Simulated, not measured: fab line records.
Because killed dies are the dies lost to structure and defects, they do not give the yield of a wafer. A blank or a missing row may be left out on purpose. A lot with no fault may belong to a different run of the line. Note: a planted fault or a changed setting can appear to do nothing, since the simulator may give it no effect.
Chamber matching | flow nand harc | NHARC_P_M1_ETCH_35 on rie diel-01 has 4 sister chambers
The step etches the open film in N2/H2, target depth 40 nm, overetch 12 nm, time 43.94 s. 8 wafers are shown with their chamber, then 9 later ones without.

## EACH WAFER AND ITS CHAMBER
wafer  | chamber | rf vpp V (V) | oes product au (a.u.)
L081.5 | 3       | 424.3        | 1.002
L080.5 | 3       | 425.6        | 1.011
L080.6 | 0       | 429.2        | 1.004
L083.3 | 2       | 431.3        | 1.015
L083.4 | 1       | 434.0        | 1.006
L089.3 | 0       | 430.5        | 0.985
L089.4 | 1       | 431.8        | 1.009
L089.5 | 2       | 432.5        | 1.005

## WAFERS MISSING THEIR CHAMBER
wafer  | rf vpp V (V) | oes product au (a.u.)
L091.4 | 429.6        | 0.997
L091.5 | 427.0        | 1.018
L091.6 | 432.8        | 1.016
L092.1 | 426.0        | 1.000
L092.2 | 430.7        | 1.002
L092.6 | 430.4        | 1.001
L095.2 | 431.1        | 1.002
L095.3 | 431.8        | 1.005
L095.4 | 427.6        | 0.998

## EACH ONE'S CHAMBER
wafer  | from the rows above          | in truth
L091.4 | 0                            | 0
L091.5 | can't be placed: 3 or 0      | 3
L091.6 | can't be placed: 1 or 2      | 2
L092.1 | 3                            | 3
L092.2 | can't be placed: 0 or 2 or 1 | 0
L092.6 | can't be placed: 0 or 2 or 1 | 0
L095.2 | can't be placed: 2 or 0 or 1 | 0
L095.3 | can't be placed: 2 or 1 or 0 | 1
L095.4 | can't be placed: 0 or 3      | 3
2 of 9 placed correctly. Can't be placed from these rows: 7 (the true chamber is among the candidates in 7). Wrongly placed: 0.
How it was worked out, from the rows above alone: a wafer's distance from a chamber is the root of the sum, over the readings, of the square of ((its reading less the chamber's mean) divided by the reading's scatter). If the next closest chamber is less than 2 further off than the closest, the wafer can't be placed; otherwise it belongs to the closest. Each chamber's mean is taken over the wafers shown for it. How the scatter is found: for the shown wafers, subtract from each reading the mean of its chamber, square and add these, divide the total by (wafers less chambers), then take the root.
